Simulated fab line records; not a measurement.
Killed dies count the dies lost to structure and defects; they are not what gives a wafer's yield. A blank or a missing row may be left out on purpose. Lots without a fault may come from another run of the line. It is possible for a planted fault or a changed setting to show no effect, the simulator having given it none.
Which of the tools did it? || flow n5_finfet || at 1 step of a route of 1938, 10 lots with 29 wafers sampled

WHAT EACH GAUGE READ, for each wafer
N5_BEOL_M4_RC_MEAS_101.
{"lot": "L190", "measured": "day 10 06:41", "on": "prober-01", "DIBL_N (mV/V)": "34.1 36.0 37.1"}
{"lot": "L189", "measured": "day 10 07:52", "on": "prober-02", "DIBL_N (mV/V)": "37.0 36.0 39.7"}
{"lot": "L192", "measured": "day 11 04:19", "on": "prober-02", "DIBL_N (mV/V)": "35.8 38.2 35.3"}
{"lot": "L193", "measured": "day 11 11:53", "on": "prober-02", "DIBL_N (mV/V)": "36.6 38.0 30.6"}
{"lot": "L195", "measured": "day 11 18:24", "on": "prober-01", "DIBL_N (mV/V)": "36.0 36.6 35.9"}
{"lot": "L194", "measured": "day 11 20:52", "on": "prober-02", "DIBL_N (mV/V)": "40.2 38.9 38.6"}
{"lot": "L198", "measured": "day 12 07:01", "on": "prober-02", "DIBL_N (mV/V)": "37.8 34.2 38.7"}
{"lot": "L197", "measured": "day 12 11:42", "on": "prober-02", "DIBL_N (mV/V)": "34.1 37.7 34.2"}
{"lot": "L196", "measured": "day 12 12:41", "on": "prober-01", "DIBL_N (mV/V)": "34.6 38.4 39.2"}
{"lot": "L205", "measured": "day 14 06:51", "on": "prober-02", "DIBL_N (mV/V)": "37.1 34.0"}

WHAT TOOL EACH LOT RAN ON (gives the tool, then ch and the chambers of the sampled wafers, and finally the start)
Before these readings, the record contains no process step.

THE ANSWER, worked out from the rows above alone
Rule: what is usual is taken from the lots themselves. Put in order of their means at a reading, lots are off if they are a third of the lots or fewer, leave a main group of 4 or more, and stand apart from it by a gap of 3 or more times the standard deviation of the main group's means; of several such gaps the widest counts. A main group whose means are all the same, to the digits that the tables above print for the reading, isn't used. A lot without any number at a reading at which 4 lots or more have one is off too. Any other lot the step has rows for is counted as sound.
No lot is off on any of the readings shown, so nothing can be concluded from this.

WHAT THE SIMULATOR HAD INSERTED
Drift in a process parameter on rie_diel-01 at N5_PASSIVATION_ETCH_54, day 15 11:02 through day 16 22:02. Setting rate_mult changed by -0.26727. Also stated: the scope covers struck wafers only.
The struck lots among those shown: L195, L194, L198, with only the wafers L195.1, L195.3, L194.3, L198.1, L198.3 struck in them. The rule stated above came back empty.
